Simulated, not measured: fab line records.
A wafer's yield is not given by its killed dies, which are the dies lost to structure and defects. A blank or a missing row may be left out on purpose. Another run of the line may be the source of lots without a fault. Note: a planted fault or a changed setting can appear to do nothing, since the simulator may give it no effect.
Split-lot experiment | flow n5_finfet | route with 1938 steps; 7 lots, 39 wafers read

## THE SPLIT
At N5_BEOL_M4_ETCH_70 (etches SOC in N2/H2, target depth 80 nm, overetch 24 nm, time 130 s), the setting time_s was moved away from the recipe's 130 s on 9 of the 39 wafers read, by +36.0% to +45.9%. All remaining wafers had this setting at the recipe value.

The split's own step is where the reading is taken.

## THE READING
SiARC_of_BEOL_M4_COAT_68.thk_nm (the simulator's own value, which no gauge read), in nm, at N5_BEOL_M4_ETCH_70 (etches SOC in N2/H2, target depth 80 nm, overetch 24 nm, time 130 s). No usual value for it is given in the file. The 30 wafers here that ran the recipe average 5.9 nm, standard deviation 0.14 nm.

wafer  | tool, chamber at the split | time_s as run, s | against the recipe | SiARC_of_BEOL_M4_COAT_68.thk_nm, nm | against lot-mates on the recipe
L079.1 | rie_diel-05, 1,2,3,3       | 130              | recipe             | 6                                   | -
L079.2 | rie_diel-05, 1,2,3,3       | 130              | recipe             | 6                                   | -
L079.4 | rie_diel-05, 1,2,3,3       | 130              | recipe             | 6                                   | -
L079.6 | rie_diel-05, 1,2,3,3       | 130              | recipe             | 6                                   | -
L079.3 | rie_diel-05, 0             | 130              | recipe             | 5.8                                 | -
L079.5 | rie_diel-05, 0             | 130              | recipe             | 5.8                                 | -
L083.1 | rie_diel-02, 2             | 130              | recipe             | 6                                   | -
L083.2 | rie_diel-02, 3             | 130              | recipe             | 6.2                                 | -
L083.6 | rie_diel-02, 3             | 130              | recipe             | 6.2                                 | -
L083.3 | rie_diel-02, 1             | 189.7            | +45.9%             | 3.2                                 | -2.9
L083.4 | rie_diel-02, 0,2           | 189.7            | +45.9%             | 3                                   | -3.1
L083.5 | rie_diel-02, 0,2           | 189.7            | +45.9%             | 3                                   | -3.1
L084.1 | rie_diel-05, 2             | 130              | recipe             | 6                                   | -
L084.5 | rie_diel-05, 0,1           | 130              | recipe             | 5.8                                 | -
L084.6 | rie_diel-05, 0,1           | 130              | recipe             | 5.8                                 | -
L086.1 | rie_diel-04, 1,2           | 176.8            | +36.0%             | 3.6                                 | -2.1
L086.2 | rie_diel-04, 1,2           | 176.8            | +36.0%             | 3.6                                 | -2.1
L086.3 | rie_diel-04, 0             | 130              | recipe             | 5.6                                 | -
L086.4 | rie_diel-04, 3,1           | 130              | recipe             | 5.8                                 | -
L086.6 | rie_diel-04, 3,1           | 130              | recipe             | 5.8                                 | -
L086.5 | rie_diel-04, 0             | 176.8            | +36.0%             | 3.2                                 | -2.5
L091.1 | rie_diel-02, 3             | 180.2            | +38.6%             | 3.8                                 | -2.1
L091.2 | rie_diel-02, 1,2           | 180.2            | +38.6%             | 3.4                                 | -2.5
L091.6 | rie_diel-02, 1,2           | 180.2            | +38.6%             | 3.4                                 | -2.5
L091.3 | rie_diel-02, 2,1           | 130              | recipe             | 5.8                                 | -
L091.5 | rie_diel-02, 2,1           | 130              | recipe             | 5.8                                 | -
L091.4 | rie_diel-02, 3             | 130              | recipe             | 6                                   | -
L092.1 | rie_diel-05, 1,0,2,0       | 130              | recipe             | 5.8                                 | -
L092.3 | rie_diel-05, 1,0,2,0       | 130              | recipe             | 5.8                                 | -
L092.4 | rie_diel-05, 1,0,2,0       | 130              | recipe             | 5.8                                 | -
L092.5 | rie_diel-05, 1,0,2,0       | 130              | recipe             | 5.8                                 | -
L092.2 | rie_diel-05, 3             | 130              | recipe             | 6                                   | -
L092.6 | rie_diel-05, 3             | 130              | recipe             | 6                                   | -
L089.1 | rie_diel-04, 1,0,2,0       | 130              | recipe             | 5.8                                 | -
L089.2 | rie_diel-04, 1,0,2,0       | 130              | recipe             | 5.8                                 | -
L089.3 | rie_diel-04, 1,0,2,0       | 130              | recipe             | 5.8                                 | -
L089.4 | rie_diel-04, 1,0,2,0       | 130              | recipe             | 5.8                                 | -
L089.5 | rie_diel-04, 2             | 130              | recipe             | 5.6                                 | -
L089.6 | rie_diel-04, 1             | 130              | recipe             | 6                                   | -
Where a row lists several chambers, the file gives one row for several wafers and doesn't say which wafer went through which chamber.

FIT RESULTS
A straight line over all 39 wafers: SiARC_of_BEOL_M4_COAT_68.thk_nm changes by -0.0626 nm for each +1% of time_s; r = -0.99; the points scatter about the line by 0.16 nm.
The same after taking each lot's own level away (the mean of its wafers on the recipe; 39 wafers): -0.0639 nm for each +1%; r = -0.99; scatter 0.13 nm.
Per that fit: largest time_s move, reading shift of 2.9 nm.
Measured against the standard deviation above, the lots' own levels, which go from 5.73 to 6.13 nm, span 2.8 times it.
Consequently the slope shifts little with the lot-to-lot level, the two slopes agreeing.
Check: with one of the wafers moved furthest among these (+45.9%) left out of the fit, the line predicts -2.93 nm for it against its lot-mates. It came out at -2.93 nm against them.

## ADDITIONAL SPLITS CARRIED BY THESE WAFERS
Other splits were also applied to these wafers ahead of the reading. Each is held against what the fit with the lots' levels taken away leaves over:
other split on the same wafers              | wafers away from the commonest value | r with SiARC_of_BEOL_M4_COAT_68.thk_nm (lot level and that fit taken away)
N5_BEOL_M0_SAQP_SPACER2_ALD_26 target_thk_a | 12                                   | +0.10
N5_BEOL_M2_VIA_ETCH_34 time_s               | 15                                   | -0.14

## THE FILE'S OWN FIT
SiARC_of_BEOL_M4_COAT_68.thk_nm changes by -0.0638 nm for each +1% of time_s, r = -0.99.
